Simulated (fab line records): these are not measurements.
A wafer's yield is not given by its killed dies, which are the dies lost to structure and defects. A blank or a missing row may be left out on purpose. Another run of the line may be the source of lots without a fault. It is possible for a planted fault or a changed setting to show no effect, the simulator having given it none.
Chamber matching ; flow n5-finfet ; rie-diel-02 running N5_BEOL_M0_SAQP_ETCH_106: 4 sister chambers
The step etches SOC in N2/H2, stops on SiNx, target depth 150 nm. 20 wafers are shown with their chamber, then 10 later ones without.

## WAFERS WITH THEIR CHAMBER
wafer;chamber;showerhead-plenum-p-Torr (Torr);throttle-valve-pct (%);oes-product-au (a.u.)
L075.1;3;2.48;18.29;0.82
L075.3;2;2.48;17.63;0.82
L075.6;3;2.48;18.30;0.82
L079.1;2;2.48;17.64;0.80
L079.2;1;2.67;17.61;0.75
L079.4;3;2.48;18.29;0.82
L082.1;2;2.47;17.65;0.81
L082.4;1;2.66;17.63;0.74
L082.6;1;2.66;17.61;0.75
L084.2;1;2.66;17.63;0.74
L084.4;3;2.48;18.30;0.81
L084.5;2;2.47;17.67;0.79
L085.2;1;2.66;17.63;0.73
L085.4;0;2.59;17.68;0.85
L085.6;0;2.59;17.67;0.87
L086.2;1;2.66;17.65;0.74
L086.4;2;2.47;17.66;0.80
L086.5;1;2.66;17.63;0.74
L092.2;3;2.47;18.34;0.80
L092.3;2;2.47;17.67;0.79

SIGNATURES, as means of the wafers listed above
reading;chamber 0;chamber 1;chamber 2;chamber 3;scatter within a chamber
showerhead-plenum-p-Torr;2.5900;2.6614;2.4733;2.4780;0.00432
throttle-valve-pct;17.6750;17.6271;17.6533;18.3040;0.0163
oes-product-au;0.8600;0.7414;0.8017;0.8140;0.00965
Rule: a wafer lies at a distance from a chamber equal to the root of the sum of squares, over the readings, of (its reading less the chamber's mean, divided by the reading's scatter). The wafer belongs to the nearest chamber; if the next one is less than 2 further off, it can't be placed. The scatter is the square root of a quotient: the sum, over the shown wafers, of each reading's squared deviation from its chamber's mean, divided by wafers minus chambers.

## WAFERS WITHOUT THEIR CHAMBER
wafer;showerhead-plenum-p-Torr (Torr);throttle-valve-pct (%);oes-product-au (a.u.)
L092.5;2.47;17.67;0.78
L093.2;2.47;18.34;0.80
L093.4;2.47;17.67;0.78
L093.6;2.66;17.66;0.73
L097.1;2.58;17.72;0.84
L097.2;2.47;18.36;0.79
L097.3;2.65;17.66;0.72
L097.4;2.46;17.71;0.76
L097.5;2.46;17.69;0.77
L097.6;2.65;17.65;0.73

## WHICH CHAMBER EACH ONE RAN IN
wafer;from the rows above;in truth
L092.5;2;2
L093.2;3;3
L093.4;2;2
L093.6;1;1
L097.1;0;0
L097.2;3;3
L097.3;1;1
L097.4;2;2
L097.5;2;2
L097.6;1;1
Placed correctly: 10 of 10. Number that these rows cannot place: 0. 0 placed wrongly.
